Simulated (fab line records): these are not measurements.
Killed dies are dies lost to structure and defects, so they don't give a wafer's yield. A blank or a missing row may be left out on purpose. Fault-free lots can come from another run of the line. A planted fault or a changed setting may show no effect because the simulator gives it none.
fab line records | flow nandHarc | part 1 of 2: steps 1 to 25 of 36
record: lots: 5 wafers: 15 lastDay: 22
route steps=1159 shown P_ZERO_WELL@37 P_STI@69
lots that met no fault: from a run of the same line without faults
startH: start of the lot's first displayed wafer, in hours after the record's first day | waitH: hours elapsed since this lot's preceding step | " identical to the entry in the row above | L1.1+2: a single row standing in for several wafers | - value missing, or start not given | * or withheld: withheld | < > ~ a bound
route shown NAME@n: a module of which the file shows steps, and the number in the route of the first | usual: mean/standard deviation of fault-free wafers | same: alike in all rows | chamber/n: place in a boat | sites: each site's reading | _std_site: standard deviation of those values | _edge_site: mean of outer sites minus mean of inner sites | radiusMm: for every site, how far away it sits from the centre of the wafer | mask NAME#n: copy n | behind: the last tool/chamber to shape the wafer | hold: what put the lot on hold/how long, in hours/how the hold closed | device: the transistor (n, p or np) that didn't switch | end of line: at the end of the route, the tests of the same wafers | a step given without rows: its recipe and nothing more | killed: not the wafer's yield, but the dies lost to structure and defects at the first sort | map: per-die view of a wafer (x killed, . not killed, _ where there is no die)
set.NAME: the setting the step ran with; set.NAME@STEP: the setting that earlier step ran with | model.NAME: the simulator's own value behind a step, which no gauge read
lots at selected steps of the route; one table per step, one row per wafer
services: from which hour (startH, from the record's first day; less than 0 if before it) a tool's chamber was out of use, for how many hours, and why
== steps ==
step: NHARC_P_ZERO_WELL_HMDS_30
recipe: timeS: 30
usual: resistLineTempC: 23.01/0.11
columns lot.wafer tool chamber startH waitH resistLineTempC
L074.1 lithoTrack-05 0 - - 23.09
L074.3 " 0 " " 22.91
L074.5 " 0 " " 22.81
L079.3 lithoTrack-05 0 - - 22.92
L079.4 " 0 " " 23.02
L079.6 " 0 " " 22.88
L080.4 lithoTrack-05 0 - - 22.98
L080.5 " 0 " " 22.98
L080.6 " 0 " " 23.11
L088.2 lithoTrack-05 0 - - 22.93
L088.4 " 0 " " 23.03
L088.6 " 0 " " 22.93
L090.1 lithoTrack-05 0 - - 23.08
L090.4 " 0 " " 23.06
L090.5 " 0 " " 23.12
step: NHARC_P_ZERO_WELL_COAT_31
recipe: spinRpm: withheld
usual: resistLineTempC: 22.99/0.11
columns lot.wafer tool chamber startH waitH resistLineTempC
L074.1 lithoTrack-05 0 - - 22.92
L074.3 " 0 " " 23.05
L074.5 " 0 " " 22.95
L079.3 lithoTrack-05 0 - - 22.88
L079.4 " 0 " " 22.91
L079.6 " 0 " " 23.14
L080.4 lithoTrack-05 0 - - 22.96
L080.5 " 0 " " 22.93
L080.6 " 0 " " 22.93
L088.2 lithoTrack-05 0 - - 22.93
L088.4 " 0 " " 22.85
L088.6 " 0 " " 23.05
L090.1 lithoTrack-05 0 - - 23.01
L090.4 " 0 " " 23.03
L090.5 " 0 " " 23.02
step: NHARC_P_ZERO_WELL_SOFTBAKE_32
recipe: tempC: 122 timeS: 95
usual: resistLineTempC: 22.98/0.099
columns lot.wafer tool chamber startH waitH resistLineTempC
L074.1 lithoTrack-05 0 - - 22.85
L074.3 " 0 " " 23.04
L074.5 " 0 " " 22.94
L079.3 lithoTrack-05 0 - - 22.80
L079.4 " 0 " " 22.91
L079.6 " 0 " " 22.82
L080.4 lithoTrack-05 0 - - 22.87
L080.5 " 0 " " 22.97
L080.6 " 0 " " 23.10
L088.2 lithoTrack-05 0 - - 23.02
L088.4 " 0 " " 22.90
L088.6 " 0 " " 22.92
L090.1 lithoTrack-05 0 - - 22.95
L090.4 " 0 " " 23.06
L090.5 " 0 " " 23.03
step: NHARC_P_ZERO_WELL_EBR_33
usual: resistLineTempC: 22.99/0.1
columns lot.wafer tool chamber startH waitH resistLineTempC
L074.1 lithoTrack-05 0 - - 22.75
L074.3 " 0 " " 22.81
L074.5 " 0 " " 22.97
L079.3 lithoTrack-05 0 - - 23.16
L079.4 " 0 " " 23.13
L079.6 " 0 " " 23.24
L080.4 lithoTrack-05 0 - - 22.95
L080.5 " 0 " " 23.00
L080.6 " 0 " " 22.91
L088.2 lithoTrack-05 0 - - 23.03
L088.4 " 0 " " 22.99
L088.6 " 0 " " 23.05
L090.1 lithoTrack-05 0 - - 22.83
L090.4 " 0 " " 22.98
L090.5 " 0 " " 23.09
step: NHARC_P_ZERO_WELL_EXPOSE_34
recipe: na: 0.6 targetCdNm: 720 doseMj: 22.31 maskId: P_PWELL
columns lot.wafer tool chamber startH waitH mask
L074.1+3+5 krfScanner-04 0 15.98 - P_PWELL#0
L079.3+4+6 krfScanner-01 0 46.10 - P_PWELL#0
L080.4+5+6 krfScanner-04 0 51.96 - P_PWELL#0
L088.2+4+6 krfScanner-03 0 100.29 - P_PWELL#0
L090.1+4+5 krfScanner-01 0 111.98 - P_PWELL#0
step: NHARC_P_ZERO_WELL_PEB_35
recipe: pebTempC: 118 pebTimeS: 85
usual: resistLineTempC: 22.98/0.12
columns lot.wafer tool chamber startH waitH resistLineTempC
L074.1 lithoTrack-03 0 16.05 0.1 23.01
L074.3 " 0 " " 22.87
L074.5 " 0 " " 22.89
L079.3 lithoTrack-05 0 46.16 0.1 23.01
L079.4 " 0 " " 22.98
L079.6 " 0 " " 23.04
L080.4 lithoTrack-07 0 52.01 0.0 22.97
L080.5 " 0 " " 23.08
L080.6 " 0 " " 23.07
L088.2 lithoTrack-07 0 100.36 0.1 22.78
L088.4 " 0 " " 22.95
L088.6 " 0 " " 22.98
L090.1 lithoTrack-03 0 112.04 0.1 22.98
L090.4 " 0 " " 22.90
L090.5 " 0 " " 22.84
step: NHARC_P_ZERO_WELL_DEVELOP_36
recipe: timeS: 70
usual: resistLineTempC: 23.01/0.11
columns lot.wafer tool chamber startH waitH resistLineTempC
L074.1 lithoTrack-03 0 - - 23.05
L074.3 " 0 " " 23.14
L074.5 " 0 " " 23.02
L079.3 lithoTrack-05 0 - - 23.20
L079.4 " 0 " " 23.17
L079.6 " 0 " " 23.23
L080.4 lithoTrack-07 0 - - 23.01
L080.5 " 0 " " 23.17
L080.6 " 0 " " 23.17
L088.2 lithoTrack-07 0 - - 22.89
L088.4 " 0 " " 23.06
L088.6 " 0 " " 22.97
L090.1 lithoTrack-03 0 - - 23.02
L090.4 " 0 " " 23.02
L090.5 " 0 " " 23.06
step: NHARC_P_ZERO_WELL_CD_MEAS_37
recipe: targetCdNm: 720 landingEnergyEv: 500
usual: cdNm: 719.1/2.1
columns lot.wafer tool chamber startH waitH cdNm
L074.1 cdSem-03 0 16.14 - 718.2
L074.3 " 0 " " 716.6
L074.5 " 0 " " 718.8
L079.3 cdSem-02 0 46.25 - 716.6
L079.4 " 0 " " 719.1
L079.6 " 0 " " 718.1
L080.4 cdSem-01 0 52.11 - 722.4
L080.5 " 0 " " 723.2
L080.6 " 0 " " 720.5
L088.2 cdSem-02 0 100.45 - 723.4
L088.4 " 0 " " 722.4
L088.6 " 0 " " 724.2
L090.1 cdSem-02 0 112.14 - 714.1
L090.4 " 0 " " 717.1
L090.5 " 0 " " 715.8
step: NHARC_P_ZERO_WELL_HARDBAKE_38
recipe: tempC: 125 timeS: 80
usual: resistLineTempC: 23.02/0.093
columns lot.wafer tool chamber startH waitH resistLineTempC
L074.1 lithoTrack-05 0 16.22 - 22.76
L074.3 " 0 " " 22.98
L074.5 " 0 " " 22.93
L079.3 lithoTrack-05 0 46.33 - 22.96
L079.4 " 0 " " 23.11
L079.6 " 0 " " 23.06
L080.4 lithoTrack-03 0 52.19 - 22.94
L080.5 " 0 " " 22.90
L080.6 " 0 " " 23.06
L088.2 lithoTrack-07 0 100.53 - 22.92
L088.4 " 0 " " 23.02
L088.6 " 0 " " 22.92
L090.1 lithoTrack-03 0 112.21 - 23.12
L090.4 " 0 " " 23.01
L090.5 " 0 " " 22.96
step: NHARC_P_ZERO_WELL_DESCUM_39
recipe: timeS: 3 o2FlowSccm: 200 arFlowSccm: 0 biasPowerW: 0 chemistry: O2
usual: drypumpMotorCurrentA: 5.7/0.49 oesProductAu: 1.002/0.016 rfVppV: 57.9/0.9 showerheadPlenumPTorr: 1.91/0.067 throttleValvePct: 11.313/0.0095
columns lot.wafer tool chamber startH waitH drypumpMotorCurrentA oesProductAu rfHoursCounterH rfVppV showerheadPlenumPTorr throttleValvePct
L074.1 rieDiel-07 2 16.30 - 6.0 0.991 7 56.4 1.82 11.291
L074.3 " 0 " " 5.2 1.002 6 58.6 2.01 11.305
L074.5 " 2 " " 6.0 0.978 - 56.1 1.82 11.317
L079.4 rieDiel-07 0 46.42 - 5.2 1.011 8 59.5 2.01 11.318
L079.3 " 1 " " 5.6 0.984 9 57.8 1.91 11.312
L079.6 " 0 " " 5.2 1.019 - 58.0 2.01 11.311
L080.4 rieDiel-06 0 52.30 - 5.0 1.012 12 58.7 1.95 11.300
L080.6 " 1 " " 5.7 1.001 - 56.6 1.81 11.308
L080.5 " 2 " " 6.1 0.966 - 56.8 1.84 11.301
L088.4 rieDiel-06 0 100.61 - 5.0 1.031 1 57.9 1.95 11.306
L088.2 " 2 " " 6.1 0.993 2 57.6 1.84 11.304
L088.6 " 0 " " 5.0 1.027 - 57.9 1.95 11.310
L090.1 rieDiel-06 3 112.29 - 5.2 1.033 2 57.1 1.97 11.311
L090.4 " 0 " " 5.0 1.032 2 60.1 1.95 11.324
L090.5 " 3 " " 5.2 1.024 - 57.5 1.97 11.314
step: NHARC_P_ZERO_WELL_IMPLANT_40
recipe: energyKev: 300 doseCm2: 1e+13 tiltDeg: 7
usual: beamEnergyKeV: 300.00/0.099 beamOnS: 10.04/0.19 faradayCurrentUA: 126.4/2.4
columns lot.wafer tool chamber startH waitH beamEnergyKeV beamOnS faradayCurrentUA
L074.1 implanter-01 0 16.44 0.1 300.03 9.81 129.0
L074.3 " 0 " " 299.87 10.14 124.9
L074.5 " 0 " " 299.89 9.70 130.4
L079.3 implanter-02 0 46.61 0.2 299.99 10.14 125.2
L079.4 " 0 " " 299.93 10.12 125.2
L079.6 " 0 " " 299.89 10.13 125.5
L080.4 implanter-02 0 52.50 0.2 299.87 10.00 127.0
L080.5 " 0 " " 299.89 10.09 125.4
L080.6 " 0 " " 300.09 9.95 127.3
L088.2 implanter-01 0 100.78 0.1 300.17 10.32 122.8
L088.4 " 0 " " 300.02 10.52 120.6
L088.6 " 0 " " 300.15 9.91 127.9
L090.1 implanter-02 0 112.44 0.1 299.96 9.89 128.1
L090.4 " 0 " " 299.97 9.83 129.2
L090.5 " 0 " " 300.07 10.00 126.6
step: NHARC_P_ZERO_WELL_IMPLANT_59
recipe: energyKev: 120 doseCm2: 5e+12 tiltDeg: 7
usual: beamEnergyKeV: 120.00/0.033 beamOnS: 9.99/0.19 faradayCurrentUA: 63.5/1.2
columns lot.wafer tool chamber startH waitH beamEnergyKeV beamOnS faradayCurrentUA
L074.1 implanter-01 0 16.62 0.1 120.00 9.91 64.3
L074.3 " 0 " " 119.97 9.85 64.5
L074.5 " 0 " " 120.04 9.73 65.0
L079.3 implanter-02 0 46.79 0.1 120.01 9.83 64.8
L079.4 " 0 " " 119.99 10.12 62.9
L079.6 " 0 " " 120.03 10.18 62.3
L080.4 implanter-02 0 52.68 0.1 120.02 9.79 64.5
L080.5 " 0 " " 119.99 10.19 62.1
L080.6 " 0 " " 120.01 10.23 62.4
L088.2 implanter-01 0 100.96 0.2 120.03 9.95 64.1
L088.4 " 0 " " 120.01 10.19 62.4
L088.6 " 0 " " 120.02 9.86 64.2
L090.1 implanter-02 0 112.62 0.1 120.00 9.95 63.8
L090.4 " 0 " " 119.95 10.08 62.9
L090.5 " 0 " " 120.05 10.05 63.1
step: NHARC_P_ZERO_WELL_IMPLANT_60
recipe: energyKev: 30 doseCm2: 2e+12 tiltDeg: 7
usual: beamEnergyKeV: 30.001/0.01 beamOnS: 10.01/0.22 faradayCurrentUA: 25.4/0.55
columns lot.wafer tool chamber startH waitH beamEnergyKeV beamOnS faradayCurrentUA
L074.1 implanter-01 0 16.80 0.1 30.005 9.71 25.9
L074.3 " 0 " " 30.005 9.88 25.6
L074.5 " 0 " " 30.005 9.88 25.6
L079.3 implanter-02 0 46.97 0.1 30.002 10.12 25.0
L079.4 " 0 " " 30.006 10.19 24.9
L079.6 " 0 " " 30.007 9.99 25.4
L080.4 implanter-02 0 52.86 0.2 30.003 9.74 26.0
L080.5 " 0 " " 29.984 9.98 25.4
L080.6 " 0 " " 30.005 10.05 25.3
L088.2 implanter-01 0 101.14 0.1 30.025 10.15 25.1
L088.4 " 0 " " 30.007 10.21 25.0
L088.6 " 0 " " 29.999 10.25 24.7
L090.1 implanter-02 0 112.80 0.2 29.998 10.01 25.4
L090.4 " 0 " " 29.985 10.09 25.0
L090.5 " 0 " " 29.983 9.44 26.8
step: NHARC_P_ZERO_WELL_STRIP_41
recipe: timeS: 840 tempC: 130 chemistry: SPM
usual: tempC: 129.98/0.14
columns lot.wafer tool chamber startH waitH tempC
L074.1 wetBench-05 1 17.01 0.2 130.07
L074.3 " 4 " " 129.86
L074.5 " 5 " " 129.92
L079.3 wetBench-03 0 47.13 0.1 130.16
L079.6 " 1 " " 129.89
L079.4 " 3 " " 129.78
L080.5 wetBench-05 4 53.00 0.1 130.04
L080.4 " 5 " " 130.14
L080.6 " 6 " " 129.97
L088.6 wetBench-01 7 101.33 0.0 130.04
L088.2 " 0 " " 130.22
L088.4 " 1 " " 130.05
L090.5 wetBench-01 7 113.02 0.1 130.21
L090.1 " 1 " " 129.97
L090.4 " 2 " " 130.03
step: NHARC_P_ZERO_WELL_DEHYDRATE_44
recipe: tempC: 150 timeS: 120
usual: resistLineTempC: 22.99/0.12
columns lot.wafer tool chamber startH waitH resistLineTempC
L074.1 lithoTrack-03 0 17.34 - 23.16
L074.3 " 0 " " 22.95
L074.5 " 0 " " 23.06
L079.3 lithoTrack-07 0 47.46 - 23.02
L079.4 " 0 " " 22.95
L079.6 " 0 " " 22.96
L080.4 lithoTrack-05 0 53.31 - 23.04
L080.5 " 0 " " 23.11
L080.6 " 0 " " 22.87
L088.2 lithoTrack-03 0 101.66 - 23.05
L088.4 " 0 " " 23.14
L088.6 " 0 " " 22.99
L090.1 lithoTrack-05 0 113.35 - 22.99
L090.4 " 0 " " 23.07
L090.5 " 0 " " 22.87
step: NHARC_P_ZERO_WELL_HMDS_45
recipe: timeS: 30
usual: resistLineTempC: 23.02/0.11
columns lot.wafer tool chamber startH waitH resistLineTempC
L074.1 lithoTrack-03 0 - - 23.06
L074.3 " 0 " " 23.01
L074.5 " 0 " " 23.20
L079.3 lithoTrack-07 0 - - 22.93
L079.4 " 0 " " 23.09
L079.6 " 0 " " 23.07
L080.4 lithoTrack-05 0 - - 22.83
L080.5 " 0 " " 22.68
L080.6 " 0 " " 22.87
L088.2 lithoTrack-03 0 - - 23.05
L088.4 " 0 " " 22.96
L088.6 " 0 " " 22.92
L090.1 lithoTrack-05 0 - - 23.11
L090.4 " 0 " " 22.93
L090.5 " 0 " " 22.93
step: NHARC_P_ZERO_WELL_COAT_46
recipe: spinRpm: withheld
usual: resistLineTempC: 23.00/0.1
columns lot.wafer tool chamber startH waitH resistLineTempC
L074.1 lithoTrack-03 0 - - 22.94
L074.3 " 0 " " 22.93
L074.5 " 0 " " 22.88
L079.3 lithoTrack-07 0 - - 22.91
L079.4 " 0 " " 22.98
L079.6 " 0 " " 22.94
L080.4 lithoTrack-05 0 - - 23.08
L080.5 " 0 " " 23.05
L080.6 " 0 " " 22.91
L088.2 lithoTrack-03 0 - - 23.02
L088.4 " 0 " " 23.01
L088.6 " 0 " " 22.95
L090.1 lithoTrack-05 0 - - 22.85
L090.4 " 0 " " 23.07
L090.5 " 0 " " 23.02
step: NHARC_P_ZERO_WELL_SOFTBAKE_47
recipe: tempC: 122 timeS: 95
usual: resistLineTempC: 23.01/0.11
columns lot.wafer tool chamber startH waitH resistLineTempC
L074.1 lithoTrack-03 0 - - 22.97
L074.3 " 0 " " 22.95
L074.5 " 0 " " 23.09
L079.3 lithoTrack-07 0 - - 23.13
L079.4 " 0 " " 23.21
L079.6 " 0 " " 23.12
L080.4 lithoTrack-05 0 - - 23.07
L080.5 " 0 " " 22.82
L080.6 " 0 " " 22.97
L088.2 lithoTrack-03 0 - - 23.07
L088.4 " 0 " " 23.12
L088.6 " 0 " " 22.99
L090.1 lithoTrack-05 0 - - 23.07
L090.4 " 0 " " 23.03
L090.5 " 0 " " 23.05
step: NHARC_P_ZERO_WELL_EBR_48
usual: resistLineTempC: 23.00/0.094
columns lot.wafer tool chamber startH waitH resistLineTempC
L074.1 lithoTrack-03 0 - - 22.90
L074.3 " 0 " " 22.94
L074.5 " 0 " " 23.00
L079.3 lithoTrack-07 0 - - 22.87
L079.4 " 0 " " 22.91
L079.6 " 0 " " 22.80
L080.4 lithoTrack-05 0 - - 22.85
L080.5 " 0 " " 23.00
L080.6 " 0 " " 22.93
L088.2 lithoTrack-03 0 - - 23.08
L088.4 " 0 " " 22.96
L088.6 " 0 " " 22.96
L090.1 lithoTrack-05 0 - - 23.14
L090.4 " 0 " " 22.96
L090.5 " 0 " " 23.09
step: NHARC_P_ZERO_WELL_EXPOSE_49
recipe: na: 0.6 targetCdNm: 2000 doseMj: 22.64 maskId: P_HVPW
columns lot.wafer tool chamber startH waitH mask
L074.1+3+5 krfScanner-01 0 17.48 - P_HVPW#0
L079.3+4+6 krfScanner-01 0 47.75 - P_HVPW#0
L080.4+5+6 krfScanner-01 0 53.47 - P_HVPW#0
L088.2+4+6 krfScanner-03 0 101.94 - P_HVPW#0
L090.1+4+5 krfScanner-01 0 113.61 - P_HVPW#0
step: NHARC_P_ZERO_WELL_PEB_50
recipe: pebTempC: 118 pebTimeS: 85
usual: resistLineTempC: 23.03/0.11
columns lot.wafer tool chamber startH waitH resistLineTempC
L074.1 lithoTrack-05 0 17.55 0.1 23.13
L074.3 " 0 " " 22.94
L074.5 " 0 " " 22.94
L079.3 lithoTrack-05 0 47.80 0.0 23.10
L079.4 " 0 " " 22.93
L079.6 " 0 " " 23.24
L080.4 lithoTrack-03 0 53.52 0.0 22.85
L080.5 " 0 " " 22.92
L080.6 " 0 " " 23.13
L088.2 lithoTrack-05 0 102.00 0.1 23.05
L088.4 " 0 " " 22.95
L088.6 " 0 " " 23.09
L090.1 lithoTrack-03 0 113.68 0.1 23.27
L090.4 " 0 " " 23.11
L090.5 " 0 " " 23.24
step: NHARC_P_ZERO_WELL_DEVELOP_51
recipe: timeS: 70
usual: resistLineTempC: 22.98/0.095
columns lot.wafer tool chamber startH waitH resistLineTempC
L074.1 lithoTrack-05 0 - - 22.87
L074.3 " 0 " " 22.88
L074.5 " 0 " " 22.80
L079.3 lithoTrack-05 0 - - 22.89
L079.4 " 0 " " 23.05
L079.6 " 0 " " 23.02
L080.4 lithoTrack-03 0 - - 22.95
L080.5 " 0 " " 22.76
L080.6 " 0 " " 22.89
L088.2 lithoTrack-05 0 - - 23.05
L088.4 " 0 " " 23.05
L088.6 " 0 " " 23.00
L090.1 lithoTrack-03 0 - - 22.98
L090.4 " 0 " " 22.87
L090.5 " 0 " " 23.05
step: NHARC_P_ZERO_WELL_CD_MEAS_52
recipe: targetCdNm: 2000 landingEnergyEv: 500
usual: cdNm: 2000.6/2.3
columns lot.wafer tool chamber startH waitH cdNm
L074.1 cdSem-03 0 17.64 - 1997.7
L074.3 " 0 " " 1999.6
L074.5 " 0 " " 2000.6
L079.3 cdSem-01 0 47.90 - 1999.0
L079.4 " 0 " " 1998.2
L079.6 " 0 " " 1997.9
L080.4 cdSem-03 0 53.62 - 1997.3
L080.5 " 0 " " 2003.0
L080.6 " 0 " " 2001.2
L088.2 cdSem-03 0 102.10 - 1999.7
L088.4 " 0 " " 1997.6
L088.6 " 0 " " 1998.4
L090.1 cdSem-03 0 113.77 - 2003.0
L090.4 " 0 " " 2003.1
L090.5 " 0 " " 2002.2
step: NHARC_P_ZERO_WELL_HARDBAKE_53
recipe: tempC: 125 timeS: 80
usual: resistLineTempC: 22.99/0.12
columns lot.wafer tool chamber startH waitH resistLineTempC
L074.1 lithoTrack-05 0 17.72 - 23.11
L074.3 " 0 " " 23.00
L074.5 " 0 " " 22.83
L079.3 lithoTrack-03 0 47.98 - 23.06
L079.4 " 0 " " 22.95
L079.6 " 0 " " 23.08
L080.4 lithoTrack-07 0 53.70 - 22.91
L080.5 " 0 " " 22.81
L080.6 " 0 " " 22.95
L088.2 lithoTrack-03 0 102.18 - 22.73
L088.4 " 0 " " 22.90
L088.6 " 0 " " 22.82
L090.1 lithoTrack-07 0 113.85 - 22.86
L090.4 " 0 " " 22.91
L090.5 " 0 " " 22.96
step: NHARC_P_ZERO_WELL_DESCUM_54
recipe: timeS: 3 o2FlowSccm: 200 arFlowSccm: 0 biasPowerW: 0 chemistry: O2
usual: drypumpMotorCurrentA: 5.7/0.47 oesProductAu: 1.001/0.016 rfVppV: 57.7/0.89 showerheadPlenumPTorr: 1.90/0.067 throttleValvePct: 11.312/0.0096
columns lot.wafer tool chamber startH waitH drypumpMotorCurrentA oesProductAu rfHoursCounterH rfVppV showerheadPlenumPTorr throttleValvePct
L074.1 rieDiel-07 1 17.82 - 5.6 0.997 7 57.1 1.91 11.311
L074.3 " 2 " " 6.0 0.995 7 57.9 1.82 11.305
L074.5 " 0 " " 5.2 1.011 - 58.3 2.01 11.302
L079.4 rieDiel-06 1 48.05 - 5.7 0.998 11 57.1 1.81 11.326
L079.3 " 2 " " 6.1 0.978 11 55.6 1.84 11.307
L079.6 " 1 " " 5.7 1.001 - 56.9 1.81 11.318
L080.4 rieDiel-06 1 53.81 - 5.7 0.984 12 57.9 1.81 11.310
L080.6 " 2 " " 6.1 0.965 - 58.1 1.84 11.310
L080.5 " 3 " " 5.2 0.991 - 58.0 1.97 11.297
L088.2 rieDiel-07 1 102.25 - 5.6 1.006 3 58.2 1.90 11.311
L088.4 " 2 " " 6.0 1.003 3 57.2 1.82 11.303
L088.6 " 1 " " 5.6 0.999 - 56.4 1.90 11.317
L090.4 rieDiel-07 3 113.96 - 5.9 0.997 3 58.4 1.86 11.313
L090.1 " 0 " " 5.2 0.991 3 59.6 2.01 11.304
L090.5 " 2 " " 6.0 0.994 - 58.2 1.82 11.309
